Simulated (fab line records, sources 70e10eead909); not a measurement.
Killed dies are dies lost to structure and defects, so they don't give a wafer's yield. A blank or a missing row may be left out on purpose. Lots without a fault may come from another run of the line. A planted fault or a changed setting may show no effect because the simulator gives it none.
Chamber matching | flow nand_harc | NHARC_A_STAIRCASE_DEP_156 on pecvd-03: 3 sister chambers
The step deposits SiNx, target thk 50 nm. 6 wafers are shown with their chamber, then 9 later ones without.

WAFERS WITH THEIR CHAMBER
wafer  | chamber | heater_power_w (W)
L084.6 | 2       | 753
L088.4 | 0       | 690
L088.6 | 1       | 715
L090.2 | 2       | 772
L090.3 | 0       | 657
L090.5 | 1       | 727

WAFERS WITHOUT THEIR CHAMBER
wafer  | heater_power_w (W)
L091.3 | 763
L091.4 | 761
L091.6 | 714
L096.2 | 725
L096.3 | 786
L096.5 | 725
L097.1 | 811
L097.2 | 708
L097.5 | 701

WHICH CHAMBER EACH WENT THROUGH
wafer  | from the rows above     | in truth
L091.3 | 2                       | 2
L091.4 | 2                       | 2
L091.6 | 1                       | 1
L096.2 | 1                       | 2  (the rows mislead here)
L096.3 | 2                       | 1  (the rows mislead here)
L096.5 | 1                       | 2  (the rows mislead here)
L097.1 | 2                       | 2
L097.2 | can't be placed: 1 or 0 | 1
L097.5 | can't be placed: 1 or 0 | 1
Placed correctly: 4 of 9. Can't be placed from these rows: 2 (the true chamber is among the candidates in 2). Placed wrongly: 3.
How it was worked out, from the rows above alone: a wafer's distance from a chamber is the root of the sum, over the readings, of the square of ((its reading less the chamber's mean) divided by the reading's scatter). The wafer belongs to the nearest chamber; if the next one is less than 2 further off, it can't be placed. A chamber's mean is the mean of its shown wafers. The scatter: the root of (the sum of the squares of (reading less its chamber's mean) over the shown wafers, divided by (wafers less chambers)).
